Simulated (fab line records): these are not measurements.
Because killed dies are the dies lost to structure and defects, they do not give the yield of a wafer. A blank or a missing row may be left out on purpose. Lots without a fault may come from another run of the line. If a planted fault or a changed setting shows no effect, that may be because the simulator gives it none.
2 desks looking at one fault | flow n5-finfet | what lay behind the numbers comes last; until then each desk has only its own

FROM THE METROLOGY DESK
What the gauges read, lot by lot, whatever tool the lot ran on: means of the sampled wafers that have a number. A lot is out of limits, marked OUT, if its mean lies more than 4 standard deviations from the usual mean; the brackets give that distance. Shown here are 7 of its 10 readings, the ones lying furthest out on some lot.
Columns: A = DIBL_N at N5_BEOL_M4_RC_MEAS_101, usual 36.3 mV/V; B = DIBL_P at N5_BEOL_M4_RC_MEAS_101, usual 36.5 mV/V; C = IOFF_N at N5_BEOL_M4_RC_MEAS_101, usual 0.16 nA/um; D = IOFF_P at N5_BEOL_M4_RC_MEAS_101, usual 0.22 nA/um; E = ION_N at N5_BEOL_M4_RC_MEAS_101, usual 675 uA/um; F = SS_N at N5_BEOL_M4_RC_MEAS_101, usual 71.5 mV/dec; G = VT_P at N5_BEOL_M4_RC_MEAS_101, usual -249.1 mV
lot  | first seen here | A    | B    | C    | D    | E   | F    | G
L422 | day 9 09:44     | 36.7 | 35.2 | 0.16 | 0.22 | 676 | 72.1 | -248.5
L426 | day 10 10:36    | 34.5 | 32.8 | 0.12 | 0.17 | 663 | 70.8 | -250.7
L429 | day 13 10:14    | 36.4 | 36.5 | 0.17 | 0.23 | 675 | 71.7 | -248.4
L435 | day 13 21:08    | 36.0 | 34.8 | 0.15 | 0.21 | 685 | 71.4 | -246.3
This desk's verdict: no lot among the 4 shows anything out of limits.

THE TOOL OWNER'S DESK: rie-diel-05
The tool's own readings at N5_MOL_CONTACT_COAG_ETCHBACK_135 (etches SiO2 in CHF3, target depth 25 nm, time 16.7 s): means of the sampled wafers that have a number, for each lot that ran on this tool. A lot is out of limits, marked OUT, if its mean lies more than 4 standard deviations from the usual mean; the brackets give that distance.
Columns: A = bias-w at N5_MOL_CONTACT_COAG_ETCHBACK_135, usual 170.0 W; B = drypump-motor-current-A at N5_MOL_CONTACT_COAG_ETCHBACK_135, usual 5.6 A; C = oes-product-au at N5_MOL_CONTACT_COAG_ETCHBACK_135, usual 0.80 a.u.; D = rf-vpp-V at N5_MOL_CONTACT_COAG_ETCHBACK_135, usual 524 V; E = showerhead-plenum-p-Torr at N5_MOL_CONTACT_COAG_ETCHBACK_135, usual 2.36 Torr; F = throttle-valve-pct at N5_MOL_CONTACT_COAG_ETCHBACK_135, usual 18.65 %
lot  | first seen here | A     | B   | C    | D   | E    | F
L422 | day 6 21:10     | 170.1 | 5.8 | 0.71 | 517 | 2.39 | 18.80
L426 | day 7 21:42     | 169.7 | 6.3 | 0.92 | 534 | 2.32 | 18.51
L429 | day 8 14:28     | 170.3 | 6.0 | 0.86 | 528 | 2.32 | 18.71
This desk's verdict: no lot among the 3 shows anything out of limits.

TAKEN TOGETHER
At the metrology desk, nothing out of limits was observed.
The desk of the tool owner found nothing out of limits.

WHAT THE SIMULATOR HAD PUT IN
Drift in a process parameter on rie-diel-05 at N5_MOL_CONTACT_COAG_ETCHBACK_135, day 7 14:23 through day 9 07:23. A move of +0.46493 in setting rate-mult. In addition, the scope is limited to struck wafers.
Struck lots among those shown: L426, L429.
